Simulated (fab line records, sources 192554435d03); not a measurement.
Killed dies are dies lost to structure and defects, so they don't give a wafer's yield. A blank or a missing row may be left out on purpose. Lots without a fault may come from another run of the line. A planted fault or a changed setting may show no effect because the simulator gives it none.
Chamber matching | flow n5_finfet | N5_GATE_CUT_ETCH_28 on rie_diel-03: 4 sister chambers
The step etches underlayer in N2/H2, target depth 13 nm, time 10.4 s. 22 wafers are shown with their chamber, then 11 later ones without.

WAFERS WITH THEIR CHAMBER
wafer  | chamber | drypump_motor_current_A (A) | showerhead_plenum_p_Torr (Torr) | throttle_valve_pct (%)
L075.1 | 0       | 5.3                         | 2.53                            | 17.97
L075.3 | 3       | 5.8                         | 2.69                            | 17.90
L075.4 | 1       | 5.2                         | 2.54                            | 18.08
L077.2 | 2       | 6.5                         | 2.67                            | 17.71
L077.5 | 2       | 6.5                         | 2.66                            | 17.72
L077.6 | 1       | 5.2                         | 2.54                            | 18.07
L078.1 | 3       | 5.9                         | 2.68                            | 17.92
L078.5 | 0       | 5.3                         | 2.53                            | 17.97
L078.6 | 1       | 5.2                         | 2.54                            | 18.07
L082.3 | 0       | 5.3                         | 2.53                            | 18.02
L082.4 | 1       | 5.2                         | 2.54                            | 18.10
L082.6 | 0       | 5.3                         | 2.53                            | 18.01
L084.2 | 1       | 5.2                         | 2.54                            | 18.10
L084.5 | 3       | 5.9                         | 2.68                            | 17.93
L084.6 | 0       | 5.3                         | 2.52                            | 18.01
L085.2 | 2       | 6.5                         | 2.66                            | 17.75
L085.3 | 1       | 5.2                         | 2.53                            | 18.10
L085.4 | 3       | 5.8                         | 2.68                            | 17.92
L086.1 | 1       | 5.2                         | 2.53                            | 18.13
L086.3 | 3       | 5.8                         | 2.68                            | 17.96
L086.4 | 1       | 5.2                         | 2.53                            | 18.10
L087.4 | 3       | 5.9                         | 2.68                            | 17.93

SIGNATURES (means of the wafers above)
reading                  | chamber 0 | chamber 1 | chamber 2 | chamber 3 | scatter within a chamber
drypump_motor_current_A  | 5.300     | 5.200     | 6.500     | 5.850     | 0.0289
showerhead_plenum_p_Torr | 2.5280    | 2.5362    | 2.6633    | 2.6817    | 0.00482
throttle_valve_pct       | 17.9960   | 18.0938   | 17.7267   | 17.9267   | 0.021
Rule: a wafer's distance from a chamber is the root of the sum, over the readings, of the square of ((its reading less the chamber's mean) divided by the reading's scatter). The wafer belongs to the nearest chamber; if the next one is less than 2 further off, it can't be placed. The scatter: the root of (the sum of the squares of (reading less its chamber's mean) over the shown wafers, divided by (wafers less chambers)).

WAFERS WITHOUT THEIR CHAMBER
wafer  | drypump_motor_current_A (A) | showerhead_plenum_p_Torr (Torr) | throttle_valve_pct (%)
L087.5 | 5.9                         | 2.68                            | 17.92
L087.6 | 5.4                         | 2.52                            | 18.02
L089.1 | 5.3                         | 2.52                            | 18.03
L089.3 | 5.2                         | 2.53                            | 18.11
L089.4 | 5.9                         | 2.67                            | 17.93
L092.4 | 5.2                         | 2.53                            | 18.12
L092.5 | 6.4                         | 2.65                            | 17.76
L092.6 | 5.2                         | 2.53                            | 18.11
L094.1 | 6.4                         | 2.65                            | 17.75
L094.4 | 5.2                         | 2.53                            | 18.12
L094.6 | 5.2                         | 2.53                            | 18.13

WHICH CHAMBER EACH WENT THROUGH
wafer  | from the rows above | in truth
L087.5 | 3                   | 3
L087.6 | 0                   | 0
L089.1 | 0                   | 0
L089.3 | 1                   | 1
L089.4 | 3                   | 3
L092.4 | 1                   | 1
L092.5 | 2                   | 2
L092.6 | 1                   | 1
L094.1 | 2                   | 2
L094.4 | 1                   | 1
L094.6 | 1                   | 1
Placed correctly: 11 of 11. Can't be placed from these rows: 0. Placed wrongly: 0.
